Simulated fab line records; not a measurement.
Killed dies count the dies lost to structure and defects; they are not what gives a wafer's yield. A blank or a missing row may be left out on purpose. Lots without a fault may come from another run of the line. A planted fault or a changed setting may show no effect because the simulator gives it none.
Split-lot study    flow n5 finfet    21 wafers read across 7 lots, on a route 1938 steps long

SPLIT DETAILS
At N5_BEOL_M6_DESCUM_33 (chemistry O2, time 7 s), the setting time s was moved away from the recipe's 7 s on 6 of the 21 wafers read, by -14.0% to +21.0%. For the rest of the wafers, this setting stayed at what the recipe calls for.

The reading comes from the split's own step.

THE READING
CAR-EUV_of_BEOL_M6_COAT_22.thk nm (the simulator's own value, which no gauge read), in nm, at N5_BEOL_M6_DESCUM_33 (chemistry O2, time 7 s). The file does not state a usual value for it. Here, 15 wafers ran the recipe; their average is 26.1 nm with a standard deviation of 0.12 nm.

wafer   tool, chamber at the split  time s as run, s  against the recipe  CAR-EUV_of_BEOL_M6_COAT_22.thk nm, nm  against lot-mates on the recipe
L075.1  rie diel-06, 1              7                 recipe              26                                     -
L075.2  rie diel-06, 0              7                 recipe              26.2                                   -
L075.5  rie diel-06, 0              7                 recipe              26.2                                   -
L079.2  rie diel-05, 0,1,2          7                 recipe              26.2                                   -
L079.3  rie diel-05, 0,1,2          7                 recipe              26.2                                   -
L079.4  rie diel-05, 0,1,2          7                 recipe              26.2                                   -
L078.1  rie diel-06, 1,3            7                 recipe              26.2                                   -
L078.5  rie diel-06, 1,3            7                 recipe              26.2                                   -
L078.2  rie diel-06, 0              7                 recipe              26                                     -
L085.1  rie diel-06, 3              7                 recipe              26                                     -
L085.5  rie diel-06, 0,3            6.101             -12.8%              26.6                                   +0.6
L085.6  rie diel-06, 0,3            6.101             -12.8%              26.6                                   +0.6
L090.2  rie diel-05, 0,3            8.468             +21.0%              25.4                                   -0.8
L090.6  rie diel-05, 0,3            8.468             +21.0%              25.4                                   -0.8
L090.5  rie diel-05, 0              7                 recipe              26.2                                   -
L096.1  rie diel-06, 1              7                 recipe              25.8                                   -
L096.4  rie diel-06, 0,1            7                 recipe              26                                     -
L096.6  rie diel-06, 0,1            7                 recipe              26                                     -
L097.1  rie diel-04, 3              7                 recipe              26                                     -
L097.2  rie diel-04, 0,2            6.02              -14.0%              26.6                                   +0.6
L097.4  rie diel-04, 0,2            6.02              -14.0%              26.6                                   +0.6
When a row names more than one chamber, that row covers several wafers, and the file does not tell which wafer ran in which chamber.

THE FIT
A straight line over all 21 wafers: CAR-EUV_of_BEOL_M6_COAT_22.thk nm changes by -0.0351 nm for each +1% of time s; r = -0.94; the points scatter about the line by 0.11 nm.
The same after taking each lot's own level away (the mean of its wafers on the recipe; 21 wafers): -0.041 nm for each +1%; r = -0.98; scatter 0.071 nm.
The reading moves by 0.86 nm for the largest change in time s, on that fit.
Across the lots, their own levels run from 25.93 to 26.20 nm, a range of 2.2 times the standard deviation given above.
So the lot-to-lot level changes the slope: the two fits differ.
Check: for one of the wafers moved furthest among these (+21.0%), held out of the fit, the line's prediction against its lot-mates is -0.866 nm. It came out at -0.8 nm against them.

THESE WAFERS: OTHER SPLITS
Other splits were also applied to these wafers ahead of the reading. Each is held against what the fit with the lots' levels taken away leaves over:
other split on the same wafers  wafers away from the commonest value  r with CAR-EUV_of_BEOL_M6_COAT_22.thk nm (lot level and that fit taken away)
N5_BEOL_M4_COAT_62 spin rpm     7                                     -0.08
N5_BEOL_M5_ETCH_72 bias w       5                                     +0.04
N5_BEOL_M5_COAT_65 spin rpm     6                                     -0.02

FILE'S OWN FIT
CAR-EUV_of_BEOL_M6_COAT_22.thk nm changes by -0.0411 nm for each +1% of time s, r = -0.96.
